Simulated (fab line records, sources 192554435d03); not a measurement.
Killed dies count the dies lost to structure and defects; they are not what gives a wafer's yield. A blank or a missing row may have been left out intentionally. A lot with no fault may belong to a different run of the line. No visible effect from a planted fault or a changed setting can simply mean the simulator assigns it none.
Chamber matching || flow n5Finfet || 4 sister chambers for N5_ILD0_ALD_15 on aldSin-02
The step deposits SiNx, target thk 24 nm, pulse time 1 s, ald cycles 480. 4 wafers are shown with their chamber, then 8 later ones without.

EACH WAFER AND ITS CHAMBER
{"wafer": "L077.1", "chamber": 1, "heaterPowerW (W)": 693}
{"wafer": "L082.6", "chamber": 0, "heaterPowerW (W)": 945}
{"wafer": "L083.3", "chamber": 2, "heaterPowerW (W)": 733}
{"wafer": "L086.2", "chamber": 3, "heaterPowerW (W)": 746}

WAFERS MISSING THEIR CHAMBER
{"wafer": "L086.3", "heaterPowerW (W)": 981}
{"wafer": "L086.4", "heaterPowerW (W)": 694}
{"wafer": "L088.2", "heaterPowerW (W)": 708}
{"wafer": "L088.4", "heaterPowerW (W)": 746}
{"wafer": "L088.6", "heaterPowerW (W)": 947}
{"wafer": "L097.3", "heaterPowerW (W)": 763}
{"wafer": "L097.4", "heaterPowerW (W)": 958}
{"wafer": "L097.6", "heaterPowerW (W)": 731}

WHICH CHAMBER EACH WENT THROUGH
{"wafer": "L086.3", "from the rows above": 0, "in truth": 0}
{"wafer": "L086.4", "from the rows above": 1, "in truth": 1}
{"wafer": "L088.2", "from the rows above": "can't be placed: 1 or 2 or 3", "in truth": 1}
{"wafer": "L088.4", "from the rows above": "can't be placed: 3 or 2", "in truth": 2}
{"wafer": "L088.6", "from the rows above": 0, "in truth": 0}
{"wafer": "L097.3", "from the rows above": "can't be placed: 3 or 2", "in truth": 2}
{"wafer": "L097.4", "from the rows above": 0, "in truth": 0}
{"wafer": "L097.6", "from the rows above": "can't be placed: 2 or 3", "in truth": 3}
Placed correctly: 4 of 8. Can't be placed from these rows: 4 (the true chamber is among the candidates in 4). Wrongly placed: 0.
How it was worked out, from the rows above alone: a wafer's distance from a chamber is the root of the sum, over the readings, of the square of ((its reading less the chamber's mean) divided by the reading's scatter). If the next closest chamber is less than 2 further off than the closest, the wafer can't be placed; otherwise it belongs to the closest. Each chamber's mean is taken over the wafers shown for it. The scatter (one wafer shown for each chamber): square how far every hidden wafer sits from the nearest shown wafer, average those squares and take the square root.
